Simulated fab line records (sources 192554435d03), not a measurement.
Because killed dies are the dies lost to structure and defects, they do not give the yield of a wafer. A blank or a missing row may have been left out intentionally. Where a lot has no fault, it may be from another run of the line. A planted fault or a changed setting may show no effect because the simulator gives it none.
Matching of chambers ; flow n5_finfet ; N5_FIN_SAQP_ALD_61 on ald_sin-04 has 4 sister chambers
The step deposits SiO2, target thk 4 nm, pulse time 1 s, purge time 2 s. 8 wafers are shown with their chamber, then 9 later ones without.

EACH WAFER AND ITS CHAMBER
wafer;chamber;heater_power_w (W);precursor_pulse_height_rel
L076.4;2;479;1.033
L084.2;3;462;1.005
L085.5;0;523;1.001
L086.3;2;483;0.976
L086.5;3;466;1.002
L088.2;0;525;0.976
L088.4;1;548;1.003
L088.5;1;546;1.000

WAFERS MISSING THEIR CHAMBER
wafer;heater_power_w (W);precursor_pulse_height_rel
L094.2;531;1.015
L094.4;558;0.991
L094.5;489;0.984
L095.3;490;1.028
L095.5;484;1.005
L095.6;560;0.968
L096.1;480;1.008
L096.4;565;1.008
L096.5;471;1.006

WHICH CHAMBER EACH ONE RAN IN
wafer;from the rows above;in truth
L094.2;0;0
L094.4;1;1
L094.5;2;2
L095.3;2;2
L095.5;2;2
L095.6;1;1
L096.1;2;2
L096.4;1;1
L096.5;can't be placed: 3 or 2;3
Correctly placed: 8 of 9. Unplaceable from these rows: 1, with the true chamber sitting among the candidates in 1. Number placed wrongly: 0.
How it was worked out, from the rows above alone: a wafer's distance from a chamber is the root of the sum, over the readings, of the square of ((its reading less the chamber's mean) divided by the reading's scatter). If the next closest chamber is less than 2 further off than the closest, the wafer can't be placed; otherwise it belongs to the closest. The mean given for a chamber averages the wafers shown for that chamber. The scatter is the square root of a quotient: the sum, over the shown wafers, of each reading's squared deviation from its chamber's mean, divided by wafers minus chambers.
